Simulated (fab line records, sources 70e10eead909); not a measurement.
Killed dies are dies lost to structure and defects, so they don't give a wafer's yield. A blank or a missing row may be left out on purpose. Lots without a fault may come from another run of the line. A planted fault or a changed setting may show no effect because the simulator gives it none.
fab line records | flow nand_harc
record lots=13 wafers=39 last_day=24
route steps=1159 shown A_STAIRCASE@652 END@1159
lots that met no fault: from a run of the same line without faults
start_h: hours from the record's first day to the start of the lot's first wafer shown | wait_h: hours since the lot's step before | " the same as in the row above | L1.1+2: a row that stands for several wafers | - no value, or no start given | * or withheld: withheld | < > ~ a bound
route shown NAME@n: a module of which the file shows steps, and the number in the route of the first | usual: mean/standard deviation of fault-free wafers | same: alike in all rows | chamber/n: place in a boat | sites: the reading at each site | _std_site: their standard deviation | _edge_site: outer sites' mean less inner sites' | radius_mm: how far each site lies from the wafer's centre | mask NAME#n: copy n | behind: the tool/chamber that last shaped the wafer | hold: why the lot was held/for how many hours/how that ended | device: the transistor (n, p or np) that didn't switch | end of line: the same wafers' tests at the end of the route | a step without rows: its recipe alone | killed: dies lost to structure and defects at the first sort, not the wafer's yield | map: a wafer's dies, x killed, . not, _ none there
set.NAME: the setting as run; set.NAME@STEP: as run at that earlier step | model.NAME: the simulator's own value behind a step, which no gauge read
steps of the route over a sample of lots; a table a step, a row a wafer
services: from which hour (start_h, from the record's first day; less than 0 if before it) a tool's chamber was out of use, for how many hours, and why
## steps
# step NHARC_A_STAIRCASE_HM_DEP_456
# recipe target_thk_a=15000 temp_c=400 material=aC
# usual throttle_valve_pct=35.001/0.0094
# columns lot.wafer tool chamber start_h wait_h throttle_valve_pct
L673.2 acl_dep-02 0 261.18 - 35.003
L673.3 " 0 " " 35.001
L673.5 " 0 " " 35.007
L674.2 acl_dep-03 0 262.21 - 35.001
L674.5 " 0 " " 35.008
L674.6 " 0 " " 34.990
L676.2 acl_dep-03 0 267.78 - 34.981
L676.3 " 0 " " 35.002
L676.4 " 0 " " 35.000
L677.1 acl_dep-01 0 277.48 - 35.018
L677.2 " 0 " " 35.005
L677.3 " 0 " " 35.003
L678.2 acl_dep-02 0 291.47 - 35.001
L678.3 " 0 " " 35.017
L678.4 " 0 " " 35.005
L687.4 acl_dep-02 0 329.21 - 35.003
L687.5 " 0 " " 34.985
L687.6 " 0 " " 35.011
L684.2 acl_dep-02 0 330.43 - 35.011
L684.3 " 0 " " 34.992
L684.5 " 0 " " 35.001
L686.2 acl_dep-03 0 332.01 - 34.992
L686.3 " 0 " " 34.989
L686.5 " 0 " " 35.013
L693.2 acl_dep-03 0 363.79 - 35.009
L693.3 " 0 " " 35.011
L693.6 " 0 " " 34.986
L691.1 acl_dep-02 0 364.39 - 35.017
L691.2 " 0 " " 34.983
L691.4 " 0 " " 35.005
L696.1 acl_dep-03 0 386.69 - 34.992
L696.2 " 0 " " 35.010
L696.4 " 0 " " 35.019
L695.2 acl_dep-02 0 391.49 - 35.014
L695.3 " 0 " " 35.014
L695.6 " 0 " " 35.013
L694.1 acl_dep-01 0 391.91 - 35.008
L694.2 " 0 " " 34.994
L694.5 " 0 " " 35.015
# step NHARC_A_STAIRCASE_ETCH_292
# recipe cf4_flow_sccm=100 chf3_flow_sccm=30 ar_flow_sccm=0 rf_w=500 bias_w=200 chemistry=CF4/CHF3
# usual drypump_motor_current_A=5.8/0.32 oes_product_au=0.940/0.02 rf_vpp_V=371.4/2.7 showerhead_plenum_p_Torr=1.60/0.074 throttle_valve_pct=16.802/0.0086
# columns lot.wafer tool chamber start_h wait_h drypump_motor_current_A oes_product_au rf_hours_counter_h rf_vpp_V showerhead_plenum_p_Torr throttle_valve_pct
L673.2 rie_diel-12 1 263.73 0.1 5.9 0.926 18 374.7 1.68 16.808
L673.3 " 2 " " 5.8 0.938 19 370.4 1.59 16.800
L673.5 " 0 " " 5.8 0.927 - 375.7 1.70 16.808
L674.2 rie_diel-05 2 264.72 0.1 6.1 0.960 37 372.9 1.65 16.801
L674.6 " 1 " " 5.9 0.966 - 370.1 1.57 16.803
L674.5 " 2 " " 6.1 0.955 - 372.8 1.65 16.790
L676.2 rie_diel-02 3 270.31 0.1 6.4 0.966 39 368.1 1.48 16.812
L676.3 " 0 " " 5.7 0.960 38 367.8 1.48 16.817
L676.4 " 0 " " 5.7 0.961 - 367.0 1.48 16.813
L677.1 rie_diel-12 2 280.39 0.1 5.8 0.981 23 371.5 1.59 16.808
L677.3 " 0 " " 5.8 0.960 23 373.5 1.69 16.806
L677.2 " 1 " " 5.9 0.959 22 374.2 1.68 16.812
L678.3 rie_diel-12 0 293.98 0.1 5.8 0.910 30 374.6 1.69 16.788
L678.2 " 1 " " 5.9 0.922 28 373.0 1.68 16.791
L678.4 " 2 " " 5.8 0.934 30 371.1 1.59 16.810
L687.4 rie_diel-05 3 331.31 0.1 6.6 0.921 55 370.7 1.56 16.789
L687.5 " 3 " " 6.6 0.922 - 369.3 1.56 16.794
L687.6 " 0 " " 5.8 0.923 - 371.3 1.60 16.799
L684.2 rie_diel-12 0 333.05 0.1 5.8 0.965 45 374.6 1.69 16.793
L684.3 " 2 " " 5.8 0.956 43 371.7 1.59 16.792
L684.5 " 0 " " 5.8 0.963 - 375.4 1.69 16.800
L686.3 rie_diel-12 0 335.39 0.6 5.8 0.918 45 373.4 1.69 16.803
L686.2 " 1 " " 5.9 0.927 43 374.0 1.67 16.805
L686.5 " 2 " " 5.8 0.920 - 371.1 1.59 16.820
L693.3 rie_diel-12 0 366.26 0.1 5.8 0.913 58 374.1 1.68 16.804
L693.2 " 3 " " 5.5 0.923 58 373.3 1.63 16.794
L693.6 " 1 " " 5.9 0.924 - 373.6 1.67 16.795
L691.2 rie_diel-02 2 367.22 0.1 5.2 0.917 13 369.7 1.55 16.789
L691.4 " 3 " " 6.4 0.915 14 366.1 1.47 16.797
L691.1 " 0 " " 5.7 0.925 13 367.5 1.48 16.789
L696.4 rie_diel-12 2 389.72 0.1 5.8 0.956 0 368.8 1.58 16.797
L696.1 " 0 " " 5.8 0.946 0 375.5 1.68 16.825
L696.2 " 1 " " 5.9 0.947 0 373.7 1.67 16.789
L695.2 rie_diel-12 3 394.16 0.1 5.5 0.947 3 374.0 1.63 16.795
L695.3 " 1 " " 5.9 0.959 3 374.2 1.67 16.805
L695.6 " 3 " " 5.5 0.949 - 372.5 1.63 16.814
L694.1 rie_diel-12 3 394.96 0.1 5.5 0.935 3 372.8 1.63 16.801
L694.2 " 0 " " 5.7 0.954 4 374.9 1.68 16.799
L694.5 " 3 " " 5.5 0.948 - 372.7 1.63 16.791
# step NHARC_A_STAIRCASE_DEP_301
# recipe target_thk_a=300 target_thk_nm=30 temp_c=400 pressure_torr=3.5 flow_sccm=200 rf_w=350 material=SiON
# usual heater_power_w=727/97 rf_fwd_power_W=348.3/1.1
# columns lot.wafer tool chamber start_h wait_h heater_power_w rf_fwd_power_W
L673.3 pecvd-02 2 271.24 1.0 780 348.8
L673.2 " 0 " " 844 348.8
L673.5 " 1 " " 870 347.3
L674.2 pecvd-04 1 273.09 1.3 829 348.5
L674.5 " 0 " " 686 346.0
L674.6 " 1 " " 814 347.0
L676.2 pecvd-04 1 277.50 1.3 781 348.3
L676.3 " 2 " " 834 346.6
L676.4 " 2 " " 825 347.9
L677.3 pecvd-01 1 286.25 0.9 640 349.2
L677.2 " 2 " " 603 348.7
L677.1 " 0 " " 675 347.6
L678.2 pecvd-04 1 298.18 1.3 830 346.9
L678.3 " 2 " " 842 347.8
L678.4 " 2 " " 846 346.8
L687.5 pecvd-01 1 336.16 0.4 653 349.3
L687.6 " 2 " " 602 349.5
L687.4 " 0 " " 762 304.8
L684.3 pecvd-01 1 337.07 0.9 564 349.2
L684.2 " 0 " " 684 304.9
L684.5 " 0 " " 703 304.9
L686.3 pecvd-01 2 339.58 1.0 641 348.4
L686.2 " 0 " " 782 307.2
L686.5 " 0 " " 775 307.6
L693.2 pecvd-02 2 371.67 1.3 750 347.7
L693.3 " 1 " " 881 350.2
L693.6 " 0 " " 917 348.0
L691.2 pecvd-04 2 374.18 1.3 794 347.6
L691.1 " 0 " " 694 347.9
L691.4 " 0 " " 707 348.8
L696.1 pecvd-04 0 394.91 1.6 661 348.2
L696.2 " 1 " " 810 346.8
L696.4 " 2 " " 827 348.5
L695.3 pecvd-04 0 399.14 0.9 556 346.7
L695.2 " 2 " " 772 349.2
L695.6 " 1 " " 731 346.4
L694.2 pecvd-02 0 399.60 1.3 903 349.5
L694.1 " 2 " " 728 348.2
L694.5 " 0 " " 919 349.3
# step NHARC_A_STAIRCASE_DESCUM_312
# recipe time_s=3 o2_flow_sccm=200 ar_flow_sccm=0 bias_power_w=0 chemistry=O2
# usual drypump_motor_current_A=5.8/0.35 oes_product_au=0.999/0.0087 rf_vpp_V=58.0/0.89 showerhead_plenum_p_Torr=1.94/0.096 throttle_valve_pct=11.312/0.0088
# columns lot.wafer tool chamber start_h wait_h drypump_motor_current_A oes_product_au rf_hours_counter_h rf_vpp_V showerhead_plenum_p_Torr throttle_valve_pct
L673.2 rie_diel-12 3 272.19 - 5.5 0.997 21 58.7 2.00 11.322
L673.3 " 1 " " 5.9 0.997 20 59.6 2.05 11.319
L673.5 " 3 " " 5.5 0.995 - 57.7 2.00 11.313
L674.2 rie_diel-05 0 274.01 - 5.8 1.003 36 59.1 1.95 11.315
L674.5 " 0 " " 5.8 0.998 - 58.2 1.95 11.330
L674.6 " 1 " " 5.9 1.003 - 59.3 1.91 11.305
L676.4 rie_diel-12 0 278.48 - 5.8 0.989 22 58.9 2.07 11.315
L676.3 " 1 " " 5.9 0.995 22 58.3 2.05 11.325
L676.2 " 3 " " 5.5 1.000 22 58.3 2.00 11.302
L677.1 rie_diel-12 3 287.23 - 5.5 0.988 27 56.8 2.00 11.307
L677.3 " 1 " " 5.9 1.000 24 57.9 2.05 11.317
L677.2 " 2 " " 5.8 0.996 25 57.6 1.93 11.333
L678.3 rie_diel-02 0 299.15 - 5.7 0.999 51 56.9 1.80 11.327
L678.2 " 1 " " 6.3 0.994 49 56.4 1.79 11.322
L678.4 " 2 " " 5.3 1.000 53 58.4 1.88 11.311
L687.4 rie_diel-12 3 337.04 - 5.5 0.997 46 57.8 1.99 11.326
L687.5 " 2 " " 5.8 0.990 - 58.1 1.93 11.304
L687.6 " 3 " " 5.5 0.994 - 59.7 1.99 11.326
L684.3 rie_diel-02 2 338.08 - 5.3 0.991 1 57.8 1.88 11.305
L684.2 " 0 " " 5.7 1.014 1 57.2 1.79 11.310
L684.5 " 0 " " 5.7 1.022 - 56.5 1.79 11.298
L686.3 rie_diel-12 0 340.54 - 5.8 0.994 49 59.0 2.06 11.311
L686.2 " 1 " " 5.9 1.000 47 58.6 2.04 11.330
L686.5 " 3 " " 5.5 0.997 - 58.1 1.99 11.310
L693.2 rie_diel-02 1 372.67 - 6.3 1.002 12 58.0 1.78 11.309
L693.3 " 2 " " 5.3 0.988 16 58.1 1.88 11.323
L693.6 " 3 " " 6.4 1.010 - 57.6 1.78 11.316
L691.4 rie_diel-12 3 375.13 - 5.5 0.998 60 58.6 1.99 11.320
L691.1 " 1 " " 5.9 1.001 59 57.5 2.04 11.312
L691.2 " 2 " " 5.8 0.995 49 57.3 1.93 11.315
L696.2 rie_diel-02 0 395.77 - 5.7 1.010 25 59.7 1.79 11.301
L696.4 " 2 " " 5.3 0.995 24 58.5 1.87 11.308
L696.1 " 3 " " 6.4 1.005 25 57.4 1.78 11.308
L695.3 rie_diel-12 3 400.12 - 5.5 0.987 6 57.9 1.98 11.312
L695.2 " 1 " " 5.9 1.008 6 58.6 2.04 11.298
L695.6 " 0 " " 5.7 1.011 - 57.5 2.05 11.322
L694.1 rie_diel-05 1 400.50 - 5.9 1.002 19 57.5 1.90 11.304
L694.2 " 2 " " 6.2 1.003 16 57.8 2.00 11.317
L694.5 " 3 " " 6.6 1.001 - 56.7 1.89 11.318
# step NHARC_END_SORT_01
# recipe temp_c=25
# usual killed_at_array=29/12 killed_at_other=0.7/1 killed_at_periphery=4/3.2 killed_dies=34/12 killed_open=3.4/2 killed_short=1.8/1.3
# same gross_dies=677
# columns lot.wafer tool chamber start_h wait_h killed_at_array killed_at_other killed_at_periphery killed_dies killed_open killed_short
L673.2 prober-01 0 464.18 2.8 8 0 6 14 1 0
L673.3 prober-01 0 464.98 3.1 10 0 4 14 0 2
L673.5 prober-01 0 466.57 3.7 13 0 6 19 5 3
L687.4 prober-01 0 507.43 3.4 22 1 2 25 5 0
L687.5 prober-01 0 508.22 3.7 31 1 2 34 4 2
L687.6 prober-01 0 509.01 3.9 32 0 2 34 2 3
L693.2 prober-02 0 566.89 2.8 52 0 1 53 1 1
L693.3 prober-02 0 567.70 3.1 33 1 4 38 2 0
L693.6 prober-02 0 570.12 4.0 39 0 1 40 1 3
L695.2 prober-01 0 575.88 2.8 32 1 1 34 2 3
L695.3 prober-01 0 576.67 3.1 51 1 1 53 5 1
L695.6 prober-01 0 579.03 3.9 36 0 2 38 2 0
L694.1 prober-01 0 582.79 2.5 26 1 4 31 4 0
L694.2 prober-01 0 583.59 2.8 25 2 0 27 4 1
L694.5 prober-01 0 585.99 3.7 25 0 4 29 4 4
# killed by level:class
L673.2 A_WL_FILL:chamber_film_flake=3 P_ZERO_WELL:chamber_film_flake=2 P_STI:chamber_film_flake=2 P_GATE:geometric_particle:open=1 P_GATE:chamber_film_flake=1 A_ZERO_WELL:chamber_film_flake=1 A_CHANNEL_FILL_D1:chamber_film_flake=1 A_STAIRCASE:chamber_film_flake=1
L673.3 A_M1:chamber_film_flake=3 P_ZERO_WELL:chamber_film_flake=2 A_SGD_CUT:chamber_film_flake=2 A_WL_FILL:chamber_film_flake=2 P_STI:geometric_particle:short=1 A_CONTACT:geometric_particle:short=1 P_STI:chamber_film_flake=1 A_CHANNEL_HOLE_D1:chamber_film_flake=1
L673.5 A_CHANNEL_FILL_D1:geometric_particle:short=2 A_CONTACT:geometric_particle:open=2 P_STI:chamber_film_flake=2 A_CHANNEL_HOLE_D1:chamber_film_flake=2 A_M1:chamber_film_flake=2 P_GATE:geometric_particle:short=1 P_M0:geometric_particle:open=1 A_CHANNEL_HOLE_D1:geometric_particle:open=1
L687.4 A_SLIT:chamber_film_flake=9 A_CHANNEL_HOLE_D1:chamber_film_flake=5 A_STAIRCASE:chamber_film_flake=3 P_CONTACT:geometric_particle:open=1 P_M2:geometric_particle:open=1 A_ONON_D1:geometric_particle:open=1 A_CHANNEL_FILL_D1:geometric_particle:open=1 A_CONTACT:geometric_particle:open=1
L687.5 A_SLIT:chamber_film_flake=14 A_CHANNEL_HOLE_D1:chamber_film_flake=7 A_CONTACT:chamber_film_flake=3 A_STAIRCASE:chamber_film_flake=2 P_M2:geometric_particle:open=1 A_ONON_D1:geometric_particle:open=1 A_STAIRCASE:geometric_particle:open=1 A_WL_FILL:geometric_particle:open=1
L687.6 A_SLIT:chamber_film_flake=14 A_CHANNEL_HOLE_D1:chamber_film_flake=6 A_STAIRCASE:chamber_film_flake=4 A_CONTACT:chamber_film_flake=3 P_GATE:geometric_particle:short=1 P_CONTACT:geometric_particle:short=1 A_WL_FILL:geometric_particle:short=1 A_BLC:geometric_particle:open=1
L693.2 A_CHANNEL_HOLE_D1:chamber_film_flake=23 A_SLIT:chamber_film_flake=18 A_CONTACT:chamber_film_flake=4 A_STAIRCASE:chamber_film_flake=4 A_SGD_CUT:geometric_particle:open=1 A_WL_FILL:geometric_particle:short=1 P_GATE:chamber_film_flake=1 A_CHANNEL_FILL_D1:chamber_film_flake=1
L693.3 A_SLIT:chamber_film_flake=18 A_CHANNEL_HOLE_D1:chamber_film_flake=11 A_CONTACT:chamber_film_flake=3 P_CONTACT:geometric_particle:open=2 P_GATE:chamber_film_flake=1 P_M1:chamber_film_flake=1 A_CHANNEL_FILL_D1:chamber_film_flake=1 HYBRID_BOND:latent=1
L693.6 A_SLIT:chamber_film_flake=16 A_CHANNEL_HOLE_D1:chamber_film_flake=12 A_CONTACT:chamber_film_flake=5 A_STAIRCASE:chamber_film_flake=2 P_BONDPAD:geometric_particle:open=1 A_ONON_D1:geometric_particle:short=1 A_CHANNEL_FILL_D1:geometric_particle:short=1 A_SGD_CUT:geometric_particle:short=1
L695.2 A_SLIT:chamber_film_flake=12 A_CHANNEL_HOLE_D1:chamber_film_flake=7 A_CONTACT:chamber_film_flake=5 A_M1:chamber_film_flake=3 P_GATE:geometric_particle:short=1 A_ONON_D1:geometric_particle:short=1 A_CHANNEL_HOLE_D1:geometric_particle:short=1 A_SGD_CUT:geometric_particle:open=1
L695.3 A_SLIT:chamber_film_flake=27 A_CHANNEL_HOLE_D1:chamber_film_flake=11 A_CONTACT:chamber_film_flake=3 A_BLC:geometric_particle:open=2 A_ZERO_WELL:chamber_film_flake=2 P_CONTACT:geometric_particle:open=1 A_WL_FILL:geometric_particle:short=1 A_CONTACT:geometric_particle:open=1
L695.6 A_SLIT:chamber_film_flake=14 A_CHANNEL_HOLE_D1:chamber_film_flake=12 A_CONTACT:chamber_film_flake=5 A_M0:geometric_particle:open=2 A_M1:chamber_film_flake=2 P_ZERO_WELL:chamber_film_flake=1 P_M0:chamber_film_flake=1 A_STAIRCASE:chamber_film_flake=1
L694.1 A_CHANNEL_HOLE_D1:chamber_film_flake=14 A_CONTACT:chamber_film_flake=7 P_CONTACT:geometric_particle:open=1 P_M0:geometric_particle:open=1 P_STI:chamber_film_flake=1 A_SGD_CUT:geometric_particle:open=1 A_M0:geometric_particle:open=1 P_GATE:chamber_film_flake=1
L694.2 A_CHANNEL_HOLE_D1:chamber_film_flake=12 A_CONTACT:chamber_film_flake=8 A_CHANNEL_HOLE_D1:geometric_particle:short=1 A_STAIRCASE:geometric_particle:open=1 A_WL_FILL:geometric_particle:open=1 A_BLC:geometric_particle:open=1 STARTING-WAFER:geometric_particle:open=1 A_WL_FILL:chamber_film_flake=1
L694.5 A_CHANNEL_HOLE_D1:chamber_film_flake=8 A_CONTACT:chamber_film_flake=8 A_ONON_D1:geometric_particle:open=2 A_M0:geometric_particle:short=2 A_STAIRCASE:chamber_film_flake=2 A_CHANNEL_FILL_D1:chamber_film_flake=2 P_CONTACT:geometric_particle:short=1 P_CONTACT:geometric_particle:open=1
## services
# columns tool chamber start_h hours kind
acl_dep-01 - 257.96 11.6 repair
rie_diel-12 0 260.50 - clean
rie_diel-12 1 260.50 - clean
rie_diel-12 2 260.50 - clean
rie_diel-12 3 260.50 - clean
rie_diel-02 2 269.84 3.8 repair
rie_diel-12 0 286.30 - clean
rie_diel-12 1 286.30 - clean
rie_diel-12 2 286.30 - clean
rie_diel-12 3 286.30 - clean
rie_diel-02 1 290.03 6.3 repair
acl_dep-01 - 293.19 13.0 pm
rie_diel-12 0 310.80 - clean
rie_diel-12 1 310.80 - clean
rie_diel-12 2 310.80 - clean
rie_diel-12 3 310.80 - clean
rie_diel-02 - 328.07 9.0 pm
pecvd-02 - 334.40 13.0 pm
rie_diel-12 2 339.80 17.4 repair
rie_diel-05 - 340.66 9.0 pm
acl_dep-02 - 349.68 13.0 pm
rie_diel-05 2 360.06 14.7 repair
pecvd-04 - 376.49 13.0 pm
rie_diel-12 - 379.51 9.0 pm
## key
first_sign step=NHARC_A_STAIRCASE_DEP_301 reading=rf_fwd_power_W direction=down sigmas=39 usual=* struck=*
effect none on later readings
met_at NHARC_A_STAIRCASE_DEP_301
struck_lots L684,L686,L687
struck_wafers L684.2,L684.5,L686.2,L686.5,L687.4
tester_left_out L684,L686,L687
not_acting_at NHARC_A_STAIRCASE_HM_DEP_456,NHARC_A_STAIRCASE_ETCH_292,NHARC_A_STAIRCASE_DESCUM_312
onset_between 286.25 336.16
fault kind=process_parameter_drift tool=pecvd-01 chamber=0 onset_h=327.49 steps=NHARC_A_STAIRCASE_DEP_301 channel=rf_w offset=* shape=step end_h=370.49 acts_in=* stated=*
# tester_left_out: of these lots the tester's yield and bins aren't shown, on N5 and GAA mostly nor the transistor test; their killed dies are dies lost to structure and defects alone, not to doping, threshold or leakage, so they don't give the yield
